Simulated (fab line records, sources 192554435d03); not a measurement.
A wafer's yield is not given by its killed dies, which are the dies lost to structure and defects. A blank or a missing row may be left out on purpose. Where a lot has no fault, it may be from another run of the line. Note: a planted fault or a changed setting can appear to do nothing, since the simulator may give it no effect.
The tool behind it: which one? + flow n5-finfet + 26 wafers from 9 lots sampled at 6 of the route's 1938 steps

WHAT THE GAUGES SHOWED, per wafer
N5_BEOL_M1_CD_MEAS_18: pitch 36 nm, target cd 18 nm.
| lot  | measured     | on        | cd-nm (nm)     |
|------|--------------|-----------|----------------|
| L636 | day 6 10:17  | cd-sem-01 | 17.6 17.9 17.4 |
| L643 | day 8 02:25  | cd-sem-01 | 17.9 17.5 17.4 |
| L644 | day 8 11:20  | cd-sem-03 | 17.5 18.1 17.7 |
| L652 | day 10 06:49 | cd-sem-03 | 17.8 17.5 17.5 |
| L654 | day 10 20:00 | cd-sem-02 | 18.3 18.3 17.9 |
| L653 | day 10 23:08 | cd-sem-01 | 18.6 18.0      |
| L655 | day 11 10:21 | cd-sem-03 | 17.7 18.3 18.4 |
| L656 | day 11 10:43 | cd-sem-02 | 17.1 17.7 17.5 |
| L657 | day 11 22:30 | cd-sem-01 | 17.6 17.5 17.1 |

N5_BEOL_M1_OCD_MEAS_38.
| lot  | measured     | on     | trench-depth-nm (nm) |
|------|--------------|--------|----------------------|
| L636 | day 6 16:03  | ocd-02 | 55.4 57.9 55.3       |
| L643 | day 8 06:07  | ocd-02 | 77.6 54.3 55.6       |
| L644 | day 8 13:18  | ocd-01 | 54.1 78.2 54.6       |
| L652 | day 10 18:43 | ocd-02 | 54.3 55.3 56.4       |
| L654 | day 11 04:46 | ocd-02 | 53.2 53.6 58.1       |
| L653 | day 11 05:55 | ocd-02 | 55.8 56.9            |
| L655 | day 11 14:35 | ocd-01 | 55.3 53.8 55.4       |
| L656 | day 11 14:58 | ocd-02 | 58.3 53.5 58.2       |
| L657 | day 12 07:46 | ocd-01 | 55.3 58.3 54.4       |

N5_BEOL_M4_RC_MEAS_101.
| lot  | measured     | on        | DIBL_N (mV/V)  | DIBL_P (mV/V) | IOFF_N (nA/um) | IOFF_P (nA/um) | ION_N (uA/um) | ION_P (uA/um) | SS_N (mV/dec)  | SS_P (mV/dec)  | VT_N (mV)   | VT_P (mV)      |
|------|--------------|-----------|----------------|---------------|----------------|----------------|---------------|---------------|----------------|----------------|-------------|----------------|
| L636 | day 8 10:58  | prober-01 | 36.9 36.7 39.7 | 38 37 41      | 0.17 0.15 0.22 | 0.23 0.21 0.31 | 685 656 682   | 466 460 468   | 72.0 71.8 73.0 | 73.9 72.6 74.0 | 250 252 245 | -247 -253 -243 |
| L643 | day 10 00:31 | prober-02 | 38.5 37.5 37.5 | 38 37 36      | 0.18 0.15 0.16 | 0.27 0.23 0.22 | 677 658 670   | 480 460 459   | 71.3 71.7 71.0 | 73.6 73.5 73.3 | 249 252 247 | -244 -247 -246 |
| L644 | day 10 06:31 | prober-02 | 38.5 37.0 39.3 | 41 38 41      | 0.19 0.17 0.20 | 0.27 0.23 0.28 | 672 666 677   | 464 463 466   | 72.4 71.6 72.4 | 74.5 73.1 74.2 | 252 249 250 | -248 -248 -246 |
| L652 | day 12 07:59 | prober-02 | 36.0 38.4 37.2 | 34 38 37      | 0.14 0.18 0.15 | 0.21 0.24 0.22 | 646 669 658   | 446 458 456   | 71.9 72.1 72.5 | 72.9 73.4 73.3 | 254 249 254 | -249 -248 -251 |
| L654 | day 12 23:52 | prober-01 | 35.6 36.4 34.8 | 36 38 36      | 0.15 0.16 0.13 | 0.21 0.24 0.21 | 666 681 660   | 459 469 453   | 71.2 71.0 71.4 | 72.4 72.7 72.3 | 251 251 254 | -251 -248 -252 |
| L653 | day 13 02:37 | prober-02 | 37.6 34.0      | 39 35         | 0.16 0.11      | 0.26 0.18      | 663 640       | 467 450       | 72.2 70.7      | 73.7 73.1      | 252 259     | -246 -252      |
| L655 | day 13 02:53 | prober-01 | 37.1 35.6 39.0 | 36 36 39      | 0.14 0.14 0.18 | 0.22 0.22 0.28 | 651 666 665   | 452 464 464   | 71.5 71.0 72.2 | 73.0 73.4 74.2 | 254 250 249 | -248 -249 -247 |
| L656 | day 13 20:24 | prober-02 | 33.1 39.4 39.1 | 34 41 41      | 0.11 0.19 0.20 | 0.16 0.26 0.26 | 650 654 675   | 452 452 460   | 71.2 72.3 73.1 | 73.1 74.4 73.7 | 255 251 248 | -253 -251 -250 |
| L657 | day 14 03:52 | prober-01 | 39.9 39.3 35.9 | 38 38 33      | 0.18 0.16 0.12 | 0.24 0.25 0.19 | 658 663 657   | 458 462 451   | 72.5 72.0 71.3 | 72.9 73.2 71.8 | 251 253 257 | -249 -246 -251 |

EACH LOT AND THE TOOL THAT RAN IT (in order: tool; ch and the chambers of the sampled wafers; start)
| lot  | N5_BEOL_M1_ETCH_69                 | N5_BEOL_M1_TRENCH_ETCH_37          | N5_BEOL_M1_ALD_84                   |
|------|------------------------------------|------------------------------------|-------------------------------------|
| L636 | rie-diel-01 ch 0,1,2, day 6 11:00  | rie-diel-01 ch 0,2, day 6 15:53    | ald-metal-03 ch 0,1,3, day 6 16:37  |
| L643 | rie-diel-01 ch 0,2,3, day 8 03:02  | rie-diel-01 ch 0,2,3, day 8 05:58  | ald-metal-01 ch 0,2,3, day 8 06:56  |
| L644 | rie-diel-05 ch 1,2, day 8 12:02    | rie-diel-01 ch 0,1,3, day 8 13:08  | ald-metal-03 ch 1,2,3, day 8 14:02  |
| L652 | rie-diel-01 ch 1,3, day 10 07:19   | rie-diel-03 ch 0,1,2, day 10 18:32 | ald-metal-01 ch 0,3, day 10 19:20   |
| L654 | rie-diel-01 ch 2,3, day 10 20:40   | rie-diel-01 ch 0,1, day 11 04:37   | ald-metal-03 ch 0,1,2, day 11 05:11 |
| L653 | rie-diel-03 ch 1,3, day 10 23:41   | rie-diel-03 ch 0, day 11 05:46     | ald-metal-03 ch 1,3, day 11 06:41   |
| L655 | rie-diel-05 ch 0,3, day 11 10:50   | rie-diel-01 ch 1,2, day 11 14:26   | ald-metal-03 ch 1,2,3, day 11 15:01 |
| L656 | rie-diel-05 ch 0,1, day 11 11:13   | rie-diel-01 ch 0,1, day 11 14:49   | ald-metal-02 ch 0,2,3, day 11 15:32 |
| L657 | rie-diel-01 ch 0,2,3, day 11 23:26 | rie-diel-01 ch 0,2,3, day 12 07:37 | ald-metal-03 ch 0,1,2, day 12 08:23 |
- N5_BEOL_M1_ETCH_69: etches SiARC in CF4, target depth 15.6 nm, time 26 s.
- N5_BEOL_M1_TRENCH_ETCH_37: etches SiOC in C4F6/O2, target depth 55.207 nm, time 29 s.
- N5_BEOL_M1_ALD_84: deposits TaN, pulse time 2 s, purge time 3 s, co reactant purge time 2 s.

AS READ BY THE TOOLS THEMSELVES (means over the sampled wafers that have a number; for cases with no such wafer, the mark the record gives instead)
N5_BEOL_M1_ETCH_69.
| lot  | tool        | drypump-motor-current-A (A) | etch-rf-on-time-s (s) | mfc-ar-sccm (sccm) | oes-product-au (a.u.) | rf-vpp-V (V) | showerhead-plenum-p-Torr (Torr) | throttle-valve-pct (%) |
|------|-------------|-----------------------------|-----------------------|--------------------|-----------------------|--------------|---------------------------------|------------------------|
| L636 | rie-diel-01 | 5.4                         | 26.0                  | 99.81              | 0.81                  | 184.1        | 2.10                            | 15.20                  |
| L643 | rie-diel-01 | 5.6                         | 25.6                  | 100.20             | 0.77                  | 184.5        | 2.13                            | 15.33                  |
| L644 | rie-diel-05 | 5.3                         | 27.1                  | 99.93              | 0.66                  | 183.7        | 2.11                            | 15.52                  |
| L652 | rie-diel-01 | 5.8                         | 26.8                  | 99.87              | 0.70                  | 184.2        | 2.16                            | 15.48                  |
| L654 | rie-diel-01 | 5.5                         | 26.4                  | 99.86              | 0.73                  | 184.2        | 2.12                            | 15.34                  |
| L653 | rie-diel-03 | 6.5                         | 26.4                  | 100.17             | 0.69                  | 185.7        | 2.19                            | 15.50                  |
| L655 | rie-diel-05 | 5.3                         | 26.8                  | 100.07             | 0.59                  | 183.2        | 2.10                            | 15.73                  |
| L656 | rie-diel-05 | 5.4                         | 26.8                  | 100.40             | 0.67                  | 183.9        | 2.09                            | 15.41                  |
| L657 | rie-diel-01 | 5.6                         | 25.5                  | 100.12             | 0.73                  | 184.3        | 2.12                            | 15.39                  |

N5_BEOL_M1_TRENCH_ETCH_37.
| lot  | tool        | drypump-motor-current-A (A) | mfc-ar-sccm (sccm) | oes-product-au (a.u.) | rf-vpp-V (V) | showerhead-plenum-p-Torr (Torr) | throttle-valve-pct (%) |
|------|-------------|-----------------------------|--------------------|-----------------------|--------------|---------------------------------|------------------------|
| L636 | rie-diel-01 | 5.3                         | 299.9              | 0.97                  | 680          | 2.81                            | 20.61                  |
| L643 | rie-diel-01 | 5.6                         | 299.5              | 0.97                  | 663          | 2.85                            | 20.78                  |
| L644 | rie-diel-01 | 5.6                         | 300.3              | 0.95                  | 662          | 2.85                            | 20.78                  |
| L652 | rie-diel-03 | 6.2                         | 300.5              | 0.78                  | 676          | 2.84                            | 20.79                  |
| L654 | rie-diel-01 | 5.4                         | 300.2              | 0.84                  | 679          | 2.81                            | 20.65                  |
| L653 | rie-diel-03 | 6.0                         | 301.1              | 0.82                  | 692          | 2.85                            | 20.80                  |
| L655 | rie-diel-01 | 5.3                         | 300.0              | 0.86                  | 681          | 2.79                            | 20.60                  |
| L656 | rie-diel-01 | 5.5                         | 300.4              | 0.86                  | 677          | 2.80                            | 20.71                  |
| L657 | rie-diel-01 | 5.6                         | 300.2              | 0.85                  | 663          | 2.83                            | 20.82                  |

N5_BEOL_M1_ALD_84.
| lot  | tool         | heater-power-w (W) |
|------|--------------|--------------------|
| L636 | ald-metal-03 | 425                |
| L643 | ald-metal-01 | 409                |
| L644 | ald-metal-03 | 392                |
| L652 | ald-metal-01 | 416                |
| L654 | ald-metal-03 | 409                |
| L653 | ald-metal-03 | 393                |
| L655 | ald-metal-03 | 393                |
| L656 | ald-metal-02 | 387                |
| L657 | ald-metal-03 | 408                |

THE ANSWER, worked out from the rows above alone
Rule: usual is defined by the lots themselves. The widest of any qualifying gaps counts: lots, ordered by their means at a reading, are off when they make up no more than a third of the lots, leave a main group of 4 or more, and stand apart from it by 3 or more times the standard deviation of that group's means. Not used: any main group whose means are identical at the precision the tables above print for the reading. A lot without any number at a reading at which 4 lots or more have one is off too. The other lots that the step has rows for count as sound. First the gauges in route order, then the tools' own readings, where a lot's mean is used as printed above. At the first step where some lot is off, the reading lying furthest off is the one used; lots without a number count as furthest.
Off at N5_BEOL_M1_OCD_MEAS_38 (trench-depth-nm): L643, L644. For the main group the mean is 55.8 nm and the standard deviation 0.66.
A tool fits if, at a process step before that reading, it ran every lot that is off, and no sound lot after the first of them. Not tried: the gauges at N5_BEOL_M1_OCD_MEAS_38; whatever is off there is also off at N5_BEOL_M1_TRENCH_ETCH_37, on other tools, and gauge error can't account for it. Not one of the candidates tried fits.

WHAT THE SIMULATOR HAD PUT IN
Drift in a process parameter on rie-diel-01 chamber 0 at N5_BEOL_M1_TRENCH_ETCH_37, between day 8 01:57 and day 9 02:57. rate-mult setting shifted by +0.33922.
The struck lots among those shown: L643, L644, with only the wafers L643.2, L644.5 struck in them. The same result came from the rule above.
